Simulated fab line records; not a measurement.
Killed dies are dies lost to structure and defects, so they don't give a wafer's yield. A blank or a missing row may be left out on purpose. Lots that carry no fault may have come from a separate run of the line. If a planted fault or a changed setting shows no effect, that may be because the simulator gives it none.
Matching of chambers :: flow n5Finfet :: pecvd-02 running N5_BEOL_M0_SAQP_ILD_DEP_01: 3 sister chambers
The step deposits SiOC from DEMS/O2, target thk 45.419 nm, time 8.7 s. 16 wafers are shown with their chamber, then 8 later ones without.

== WAFERS PAIRED WITH THEIR CHAMBERS ==
wafer: L074.1
chamber: 2
throttleValvePct (%): 11.0
susceptorTempC (C): 350.42
showerheadPlenumPTorr (Torr): 5.688

wafer: L074.3
chamber: 1
throttleValvePct (%): 11.5
susceptorTempC (C): 349.75
showerheadPlenumPTorr (Torr): 5.683

wafer: L074.5
chamber: 2
throttleValvePct (%): 10.8
susceptorTempC (C): 350.18
showerheadPlenumPTorr (Torr): 5.694

wafer: L077.1
chamber: 2
throttleValvePct (%): 10.9
susceptorTempC (C): 349.78
showerheadPlenumPTorr (Torr): 5.671

wafer: L077.4
chamber: 2
throttleValvePct (%): 10.9
susceptorTempC (C): 350.03
showerheadPlenumPTorr (Torr): 5.698

wafer: L077.6
chamber: 1
throttleValvePct (%): 11.5
susceptorTempC (C): 350.08
showerheadPlenumPTorr (Torr): 5.697

wafer: L078.2
chamber: 2
throttleValvePct (%): 11.0
susceptorTempC (C): 350.14
showerheadPlenumPTorr (Torr): 5.701

wafer: L078.4
chamber: 1
throttleValvePct (%): 11.4
susceptorTempC (C): 349.92
showerheadPlenumPTorr (Torr): 5.674

wafer: L078.6
chamber: 0
throttleValvePct (%): 11.5
susceptorTempC (C): 349.68
showerheadPlenumPTorr (Torr): 5.696

wafer: L079.2
chamber: 1
throttleValvePct (%): 11.2
susceptorTempC (C): 349.91
showerheadPlenumPTorr (Torr): 5.677

wafer: L079.3
chamber: 0
throttleValvePct (%): 11.4
susceptorTempC (C): 349.95
showerheadPlenumPTorr (Torr): 5.690

wafer: L079.5
chamber: 0
throttleValvePct (%): 11.5
susceptorTempC (C): 350.23
showerheadPlenumPTorr (Torr): 5.692

wafer: L081.1
chamber: 2
throttleValvePct (%): 10.9
susceptorTempC (C): 350.46
showerheadPlenumPTorr (Torr): 5.695

wafer: L081.2
chamber: 1
throttleValvePct (%): 11.4
susceptorTempC (C): 349.86
showerheadPlenumPTorr (Torr): 5.679

wafer: L081.6
chamber: 0
throttleValvePct (%): 11.5
susceptorTempC (C): 350.13
showerheadPlenumPTorr (Torr): 5.683

wafer: L083.2
chamber: 0
throttleValvePct (%): 11.9
susceptorTempC (C): 350.01
showerheadPlenumPTorr (Torr): 5.686

SIGNATURES (averages over the wafers above)
reading: throttleValvePct
chamber 0: 11.560
chamber 1: 11.400
chamber 2: 10.917
scatter within a chamber: 0.136

reading: susceptorTempC
chamber 0: 350.0000
chamber 1: 349.9040
chamber 2: 350.1683
scatter within a chamber: 0.206

reading: showerheadPlenumPTorr
chamber 0: 5.68940
chamber 1: 5.68200
chamber 2: 5.69117
scatter within a chamber: 0.00881
Rule: for each reading, subtract the chamber's mean from the wafer's reading, divide by that reading's scatter and square the result; add these up over the readings and take the root, which gives the wafer's distance from the chamber. If the next closest chamber is less than 2 further off than the closest, the wafer can't be placed; otherwise it belongs to the closest. How the scatter is found: for the shown wafers, subtract from each reading the mean of its chamber, square and add these, divide the total by (wafers less chambers), then take the root.

== WAFERS WITHOUT THEIR CHAMBER ==
wafer: L083.4
throttleValvePct (%): 11.5
susceptorTempC (C): 349.90
showerheadPlenumPTorr (Torr): 5.682

wafer: L083.6
throttleValvePct (%): 11.3
susceptorTempC (C): 349.92
showerheadPlenumPTorr (Torr): 5.673

wafer: L088.2
throttleValvePct (%): 11.6
susceptorTempC (C): 350.17
showerheadPlenumPTorr (Torr): 5.701

wafer: L088.3
throttleValvePct (%): 11.4
susceptorTempC (C): 349.90
showerheadPlenumPTorr (Torr): 5.686

wafer: L088.4
throttleValvePct (%): 10.9
susceptorTempC (C): 350.21
showerheadPlenumPTorr (Torr): 5.693

wafer: L092.3
throttleValvePct (%): 11.2
susceptorTempC (C): 350.15
showerheadPlenumPTorr (Torr): 5.684

wafer: L092.5
throttleValvePct (%): 11.7
susceptorTempC (C): 350.17
showerheadPlenumPTorr (Torr): 5.690

wafer: L092.6
throttleValvePct (%): 11.0
susceptorTempC (C): 350.21
showerheadPlenumPTorr (Torr): 5.699

== WHICH CHAMBER EACH ONE RAN IN ==
wafer: L083.4
from the rows above: can't be placed: 1 or 0
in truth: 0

wafer: L083.6
from the rows above: can't be placed: 1 or 0
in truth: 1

wafer: L088.2
from the rows above: can't be placed: 0 or 1
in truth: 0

wafer: L088.3
from the rows above: can't be placed: 1 or 0
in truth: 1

wafer: L088.4
from the rows above: 2
in truth: 2

wafer: L092.3
from the rows above: can't be placed: 1 or 2 or 0
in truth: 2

wafer: L092.5
from the rows above: can't be placed: 0 or 1
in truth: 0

wafer: L092.6
from the rows above: 2
in truth: 2
Placed correctly: 2 of 8. Not placeable from these rows: 6 (in 6, the candidates include the true chamber). Placed wrongly: 0.
